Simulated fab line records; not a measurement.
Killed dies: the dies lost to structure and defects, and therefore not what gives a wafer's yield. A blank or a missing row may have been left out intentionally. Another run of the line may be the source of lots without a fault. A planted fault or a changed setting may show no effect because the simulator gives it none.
Check for tools in common + flow nand-harc + Lots sampled 3, wafers sampled 7

== WHY IT WAS OPENED ==
At NHARC_END_SORT_01 the reading killed-at-periphery is flagged on 1 of 3 lots. No-fault wafers: 3.2, standard deviation 2.2.
Rule: a lot is flagged in two cases, either no wafer of it has a number, or all its wafers with numbers fall more than 4 standard deviations from that mean. All remaining lots are regarded as sound.

| lot  | measured     | on        | killed-at-periphery, wafer by wafer | flag    |
|------|--------------|-----------|-------------------------------------|---------|
| L726 | day 20 20:20 | prober-02 | 7 2 4                               |         |
| L733 | day 21 19:02 | prober-02 | 6                                   |         |
| L737 | day 22 02:04 | prober-02 | 635 623 640                         | FLAGGED |
Flagged lots average 632.7: +629.5 relative to the usual, that is +99 or more standard deviations.

== WHICH TOOL RAN EACH LOT ==
3 process steps preceding the reading are held in the record, out of 1159 steps in the route. Cell contents, in order: the tool; ch with the chambers the sampled wafers went through; the start.
| lot  | flag    | NHARC_P_GATE_EXPOSE_08           | NHARC_P_GATE_DESCUM_13            | NHARC_P_GATE_DEP_103           |
|------|---------|----------------------------------|-----------------------------------|--------------------------------|
| L726 |         | krf-scanner-03 ch 0, day 4 07:10 | rie-diel-13 ch 2,3, day 4 07:29   | pecvd-03 ch 0,1, day 4 22:31   |
| L733 |         | krf-scanner-01 ch 0, day 6 11:02 | rie-diel-01 ch 0,2,3, day 6 11:23 | pecvd-04 ch 0,1,2, day 7 00:28 |
| L737 | FLAGGED | krf-scanner-02 ch 0, day 7 09:07 | rie-diel-13 ch 0,3, day 7 09:27   | pecvd-03 ch 0,2, day 7 23:52   |
These steps, and what they do:
- NHARC_P_GATE_EXPOSE_08: exposes mask P HV.
- NHARC_P_GATE_DESCUM_13: chemistry O2, time 3 s.
- NHARC_P_GATE_DEP_103: deposits SiON, target thk 30 nm.
- NHARC_END_SORT_01

== FLAGGED OVER TOTAL, TOOL BY TOOL (the gauges that took the reading come last) ==
| step                   | tool           | lots run | flagged | share of the flagged lots | sound lots run after its first flagged lot |
|------------------------|----------------|----------|---------|---------------------------|--------------------------------------------|
| NHARC_P_GATE_EXPOSE_08 | krf-scanner-01 | 1        | 0       | none                      | -                                          |
| NHARC_P_GATE_EXPOSE_08 | krf-scanner-02 | 1        | 1       | all                       | 0                                          |
| NHARC_P_GATE_EXPOSE_08 | krf-scanner-03 | 1        | 0       | none                      | -                                          |
| NHARC_P_GATE_DESCUM_13 | rie-diel-01    | 1        | 0       | none                      | -                                          |
| NHARC_P_GATE_DESCUM_13 | rie-diel-13    | 2        | 1       | all                       | 0                                          |
| NHARC_P_GATE_DEP_103   | pecvd-03       | 2        | 1       | all                       | 0                                          |
| NHARC_P_GATE_DEP_103   | pecvd-04       | 1        | 0       | none                      | -                                          |
| NHARC_END_SORT_01      | prober-02      | 3        | 1       | all                       | 0                                          |

== WHAT THE TABLE ALLOWS ==
4 rows of the table ran every flagged lot: krf-scanner-02 at NHARC_P_GATE_EXPOSE_08, rie-diel-13 at NHARC_P_GATE_DESCUM_13, pecvd-03 at NHARC_P_GATE_DEP_103, prober-02 at NHARC_END_SORT_01.
- krf-scanner-02 at NHARC_P_GATE_EXPOSE_08: 1 of its 1 lot flagged. Because this sample shows no sound lot run on it before its first flagged lot, the start cannot be pinned down more closely.
- rie-diel-13 at NHARC_P_GATE_DESCUM_13: 1 of its 2 lots flagged. Its last sound lot is L726 (day 4 07:29), its first flagged lot L737 (day 7 09:27): a fault that began between those two fits.
- pecvd-03 at NHARC_P_GATE_DEP_103: 1 of its 2 lots flagged. Its last sound lot is L726 (day 4 22:31), its first flagged lot L737 (day 7 23:52): a fault that began between those two fits.
- prober-02 at NHARC_END_SORT_01: 1 of its 3 lots flagged. Its last sound lot is L733 (day 21 19:02), its first flagged lot L737 (day 22 02:04): a fault that began between those two fits.
Because each of these 4 tools fits a fault that began at some hour, counting lots does not separate them. More lots, or a look at what each step does to the wafer, might.

== WHAT THE SIMULATOR PUT IN ==
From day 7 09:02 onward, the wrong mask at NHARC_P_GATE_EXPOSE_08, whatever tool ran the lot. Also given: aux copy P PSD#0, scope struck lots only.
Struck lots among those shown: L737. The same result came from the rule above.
